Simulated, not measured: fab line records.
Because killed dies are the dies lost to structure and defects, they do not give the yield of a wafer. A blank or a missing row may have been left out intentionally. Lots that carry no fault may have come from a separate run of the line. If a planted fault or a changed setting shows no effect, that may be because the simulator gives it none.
Which tool is to blame?    flow n5_finfet    10 lots with 29 wafers sampled at 5 steps, on a route of 1938 steps

== WHAT THE GAUGES READ, wafer by wafer ==
The record lacks any reading of a measuring or inspecting step that a usual standard deviation could be used to judge.

== TOOL THAT RAN EACH LOT (tool first, then ch and the chambers of the sampled wafers, then the start) ==
lot   N5_PASSIVATION_STRIP_14             N5_PASSIVATION_AL_ETCH_33          N5_PASSIVATION_STRIP_34             N5_PASSIVATION_PECVD_35          N5_PASSIVATION_PROBE_49
L133  rie_diel-06 ch 1,2,3, day 13 14:45  rie_metal-02 ch 0,1, day 13 16:19  rie_diel-03 ch 1,3, day 13 16:50    pecvd-01 ch 0,2, day 13 17:27    prober-02, day 13 21:14
L140  rie_diel-01 ch 2,3, day 14 15:03    rie_metal-01 ch 0,1, day 14 16:23  rie_diel-04 ch 0,1,2, day 14 16:46  pecvd-01 ch 0,2, day 14 17:23    -
L139  rie_diel-06 ch 1,3, day 14 23:01    rie_metal-03 ch 0, day 15 01:03    rie_diel-04 ch 0,2, day 15 01:34    pecvd-01 ch 1, day 15 02:11      -
L144  rie_diel-01 ch 1,2,3, day 16 02:05  rie_metal-02 ch 0,1, day 16 03:30  rie_diel-03 ch 2,3, day 16 04:01    pecvd-01 ch 0,1,2, day 16 04:38  prober-01, day 16 08:22
L148  rie_diel-01 ch 2,3, day 16 17:39    rie_metal-03 ch 0,1, day 16 20:19  rie_diel-05 ch 0,2,3, day 16 20:50  pecvd-03 ch 0,1, day 16 21:27    -
L146  rie_diel-01 ch 2,3, day 17 08:34    rie_metal-01 ch 1, day 17 10:09    rie_diel-05 ch 0,1, day 17 10:50    pecvd-03 ch 0,1, day 17 11:27    prober-02, day 17 15:11
L150  rie_diel-06 ch 0,1,3, day 17 08:38  rie_metal-02 ch 0,1, day 17 10:19  rie_diel-05 ch 1,2,3, day 17 10:53  pecvd-04 ch 0,2, day 17 11:32    prober-01, day 17 15:55
L151  rie_diel-02 ch 1,2, day 18 01:23    rie_metal-01 ch 0,1, day 18 03:07  rie_diel-04 ch 1,2, day 18 03:38    pecvd-04 ch 0,2, day 18 04:43    prober-02, day 18 09:26
L155  rie_diel-01 ch 0,2, day 19 12:40    rie_metal-01 ch 0,1, day 19 13:47  rie_diel-04 ch 1,2, day 19 14:23    pecvd-04 ch 1,2, day 19 15:02    prober-01, day 19 18:56
L156  rie_diel-01 ch 2,3, day 19 20:41    rie_metal-01 ch 0,1, day 20 00:07  rie_diel-04 ch 0,1,3, day 20 00:53  pecvd-04 ch 0,1, day 20 01:29    -
- N5_PASSIVATION_STRIP_14: strips in O2.
- N5_PASSIVATION_AL_ETCH_33: etches Al in Cl2/BCl3, stops on TaN, target depth 2800 nm, time 466.7 s.
- N5_PASSIVATION_STRIP_34: strips in O2.
- N5_PASSIVATION_PECVD_35: deposits SiNx from SiH4/NH3/N2, target thk 700 nm, time 151.3 s.
- N5_PASSIVATION_PROBE_49

== AS READ BY THE TOOLS THEMSELVES (means over the sampled wafers that have a number; for cases with no such wafer, the mark the record gives instead) ==
N5_PASSIVATION_STRIP_14. Usual: drypump_motor_current_A 5.9 A, standard deviation 0.44; oes_product_au 0.82 a.u., standard deviation 0.11; rf_vpp_V 3.5 V, standard deviation 0.96; showerhead_plenum_p_Torr 2.08 Torr, standard deviation 0.087; temp_c 60.00 C, standard deviation 0.12; throttle_valve_pct 16.70 %, standard deviation 0.25.
lot   tool         drypump_motor_current_A (A)  oes_product_au (a.u.)  rf_vpp_V (V)  showerhead_plenum_p_Torr (Torr)  temp_c (C)  throttle_valve_pct (%)  flag
L133  rie_diel-06  6.1                          0.81                   2.9           2.11                             59.98       16.65                   
L140  rie_diel-01  5.7                          0.82                   4.2           2.10                             59.89       16.65                   
L139  rie_diel-06  6.3                          0.85                   3.4           2.08                             60.02       16.56                   
L144  rie_diel-01  5.7                          0.87                   3.9           2.08                             59.96       16.67                   
L148  rie_diel-01  5.7                          0.79                   4.5           2.09                             59.83       16.65                   
L146  rie_diel-01  5.7                          0.79                   3.4           2.09                             60.06       16.68                   
L150  rie_diel-06  6.2                          0.84                   4.0           2.06                             59.88       16.53                   
L151  rie_diel-02  6.3                          0.71                   3.3           2.01                             60.00       16.83                   
L155  rie_diel-01  5.6                          0.77                   3.1           2.08                             60.00       16.81                   
L156  rie_diel-01  6.0                          0.83                   4.1           2.06                             59.98       16.55                   

N5_PASSIVATION_AL_ETCH_33. Usual: drypump_motor_current_A 5.7 A, standard deviation 0.52; oes_product_au 0.74 a.u., standard deviation 0.063; throttle_valve_pct 34.16 %, standard deviation 0.19.
lot   tool          drypump_motor_current_A (A)  oes_product_au (a.u.)  throttle_valve_pct (%)  flag
L133  rie_metal-02  5.2                          0.76                   34.04                   
L140  rie_metal-01  6.2                          0.68                   34.33                   
L139  rie_metal-03  5.5                          0.70                   34.21                   
L144  rie_metal-02  5.6                          0.73                   33.93                   
L148  rie_metal-03  5.4                          0.73                   34.21                   
L146  rie_metal-01  6.0                          0.61                   34.44                   
L150  rie_metal-02  5.3                          0.73                   34.03                   
L151  rie_metal-01  6.2                          0.67                   34.31                   
L155  rie_metal-01  6.2                          0.83                   34.51                   
L156  rie_metal-01  6.2                          0.83                   34.48                   

N5_PASSIVATION_STRIP_34. Usual: drypump_motor_current_A 5.7 A, standard deviation 0.6; oes_product_au 0.81 a.u., standard deviation 0.073; rf_vpp_V 3.9 V, standard deviation 1.7; showerhead_plenum_p_Torr 2.10 Torr, standard deviation 0.066; temp_c 59.99 C, standard deviation 0.12; throttle_valve_pct 16.62 %, standard deviation 0.24.
lot   tool         drypump_motor_current_A (A)  oes_product_au (a.u.)  rf_vpp_V (V)  showerhead_plenum_p_Torr (Torr)  temp_c (C)  throttle_valve_pct (%)  flag
L133  rie_diel-03  5.0                          0.82                   3.0           2.02                             59.91       16.53                   
L140  rie_diel-04  5.8                          0.81                   5.2           2.14                             60.01       16.58                   
L139  rie_diel-04  5.6                          0.79                   4.1           2.15                             60.08       16.76                   
L144  rie_diel-03  5.1                          0.79                   3.6           2.03                             60.09       16.73                   
L148  rie_diel-05  5.8                          0.77                   4.0           2.08                             59.88       16.57                   
L146  rie_diel-05  5.2                          0.85                   4.9           2.10                             59.98       16.52                   
L150  rie_diel-05  5.9                          0.85                   6.1           2.08                             60.10       16.58                   
L151  rie_diel-04  5.8                          0.82                   4.0           2.14                             60.00       16.37                   
L155  rie_diel-04  5.8                          0.81                   3.5           2.13                             60.02       16.38                   
L156  rie_diel-04  6.2                          0.86                   3.4           2.10                             60.00       16.57                   

N5_PASSIVATION_PECVD_35. Usual: heater_power_w 392 W, standard deviation 100; run_length_s 195.5 s, standard deviation 0.49; showerhead_plenum_p_Torr 8.68 Torr, standard deviation 0.05; throttle_valve_pct 29.7 %, standard deviation 1.9.
lot   tool      heater_power_w (W)  run_length_s (s)  showerhead_plenum_p_Torr (Torr)  throttle_valve_pct (%)  flag
L133  pecvd-01  542                 195.5             8.69                             28.8                    
L140  pecvd-01  514                 167.5             8.70                             30.1                    OFF
L139  pecvd-01  412                 174.8             8.71                             30.4                    OFF
L144  pecvd-01  436                 181.8             8.71                             29.9                    OFF
L148  pecvd-03  368                 196.1             8.61                             31.1                    
L146  pecvd-03  328                 196.0             8.61                             31.1                    
L150  pecvd-04  299                 195.3             8.74                             28.7                    
L151  pecvd-04  349                 195.5             8.72                             28.8                    
L155  pecvd-04  289                 195.5             8.72                             29.3                    
L156  pecvd-04  317                 195.9             8.69                             27.6                    

N5_PASSIVATION_PROBE_49. Usual: defect_limited_yield 91.3 %, standard deviation 1.3; killed_at_M0_to_M3 34, standard deviation 9.1; killed_at_M4_up 14, standard deviation 5.6; killed_at_contacts 13, standard deviation 5.9; killed_at_front_end 39, standard deviation 11; killed_at_other 3.6, standard deviation 3; killed_dies 102, standard deviation 16; killed_open 68, standard deviation 12; killed_short 33, standard deviation 7.3; sort_bin_5_function 5.2 %, standard deviation 0.89; sort_bin_6_memory 3.2 %, standard deviation 0.68; sort_n_pass 1078, standard deviation 16; sort_yield_pct 91.3 %, standard deviation 1.3.
lot   tool       defect_limited_yield (%)  killed_at_M0_to_M3  killed_at_M4_up  killed_at_contacts  killed_at_front_end  killed_at_other  killed_dies  killed_open  killed_short  sort_bin_5_function (%)  sort_bin_6_memory (%)  sort_n_pass  sort_yield_pct (%)  flag
L133  prober-02  91.4                      28                  14               9                   46                   4.7              101          67           33            5.0                      3.2                    1079         91.4                
L144  prober-01  90.1                      29                  27               19                  40                   2.0              117          80           33            6.2                      3.2                    1063         90.1                
L146  prober-02  91.7                      36                  11               14                  30                   7.3              98           61           34            4.5                      3.4                    1082         91.7                
L150  prober-01  91.3                      32                  12               10                  44                   5.0              102          70           33            5.8                      2.7                    1078         91.3                
L151  prober-02  91.8                      36                  16               10                  34                   1.3              97           59           37            5.3                      2.6                    1083         91.8                
L155  prober-01  90.7                      33                  15               12                  43                   6.3              110          71           37            5.4                      3.5                    1070         90.7                

== THE ANSWER, worked out from the rows above alone ==
Rule: lot off if the mean of its wafers having a number is beyond 3 standard deviations from the usual mean. Also off: a lot with no number at a reading for which 4 or more lots have one. The other lots that the step has rows for count as sound. The gauges are gone through in route order, then the tools' own readings, and for those a lot's mean is taken as printed above. The first step at which some lot is off is used, and at that step the reading that is off furthest; a lot without a number counts as furthest.
Off at N5_PASSIVATION_PECVD_35 (run_length_s): L140, L139, L144.
If a tool, at that step or one of the process steps before it, ran each lot that is off and ran no sound lot following the first of them, it fits. One fits: N5_PASSIVATION_PECVD_35 on pecvd-01. A fault onset in the window from L133 (day 13 17:27, its last sound lot) to L140 (day 14 17:23, its first lot off) fits.
On the lots that are off, the tool's own readings at N5_PASSIVATION_PECVD_35 differ by more than 5 times the standard deviation of the sound lots' means, which bears it out; run_length_s reads 174.7 s there versus 195.7 s on the sound lots.

== WHAT HAD BEEN PUT IN BY THE SIMULATOR ==
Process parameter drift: pecvd-01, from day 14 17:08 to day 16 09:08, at N5_PASSIVATION_PECVD_35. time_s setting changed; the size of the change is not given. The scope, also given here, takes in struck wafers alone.
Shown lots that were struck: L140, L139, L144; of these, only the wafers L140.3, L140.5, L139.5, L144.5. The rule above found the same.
